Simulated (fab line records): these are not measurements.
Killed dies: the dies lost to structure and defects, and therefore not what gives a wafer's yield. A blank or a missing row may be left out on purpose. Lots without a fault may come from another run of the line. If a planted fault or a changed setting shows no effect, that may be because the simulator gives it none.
Chamber matching    flow n5_finfet    N5_SDB_HM_OPEN_20 on rie_diel-04: 4 sister chambers
The step chemistry CH3F/O2, target SiNx, stops on poly-Si, target depth 24 nm. 14 wafers are shown with their chamber, then 7 later ones without.

## WAFERS PAIRED WITH THEIR CHAMBERS
wafer   chamber  drypump_motor_current_A (A)  rf_vpp_V (V)  showerhead_plenum_p_Torr (Torr)
L921.3  2        5.5                          287           2.08
L921.4  1        5.4                          307           2.00
L921.6  0        6.2                          310           2.04
L923.1  2        5.5                          285           2.08
L923.5  0        6.2                          309           2.04
L923.6  3        6.2                          299           1.97
L924.2  2        5.5                          285           2.08
L924.4  0        6.2                          311           2.04
L924.6  1        5.5                          304           2.00
L926.1  2        5.5                          284           2.07
L926.2  1        5.4                          306           1.99
L926.5  2        5.5                          285           2.08
L933.2  0        6.2                          310           2.03
L933.4  3        6.1                          300           1.96

SIGNATURES (means of the wafers above)
reading                   chamber 0  chamber 1  chamber 2  chamber 3  scatter within a chamber
drypump_motor_current_A   6.200      5.433      5.500      6.150      0.0342
rf_vpp_V                  310.00     305.67     285.20     299.50     1.09
showerhead_plenum_p_Torr  2.0375     1.9967     2.0780     1.9650     0.00521
Rule: a wafer lies at a distance from a chamber equal to the root of the sum of squares, over the readings, of (its reading less the chamber's mean, divided by the reading's scatter). The wafer belongs to the nearest chamber; if the next one is less than 2 further off, it can't be placed. How the scatter is found: for the shown wafers, subtract from each reading the mean of its chamber, square and add these, divide the total by (wafers less chambers), then take the root.

## WAFERS WITHOUT THEIR CHAMBER
wafer   drypump_motor_current_A (A)  rf_vpp_V (V)  showerhead_plenum_p_Torr (Torr)
L933.6  6.2                          309           2.03
L935.3  6.1                          299           1.96
L935.5  6.1                          300           1.96
L935.6  6.2                          308           2.03
L936.1  6.2                          310           2.03
L936.2  6.2                          299           1.96
L936.6  6.2                          310           2.03

## THE CHAMBER EACH PASSED THROUGH
wafer   from the rows above  in truth
L933.6  0                    0
L935.3  3                    3
L935.5  3                    3
L935.6  0                    0
L936.1  0                    0
L936.2  3                    3
L936.6  0                    0
Placed correctly: 7 of 7. Not placeable from these rows: 0. Number placed wrongly: 0.
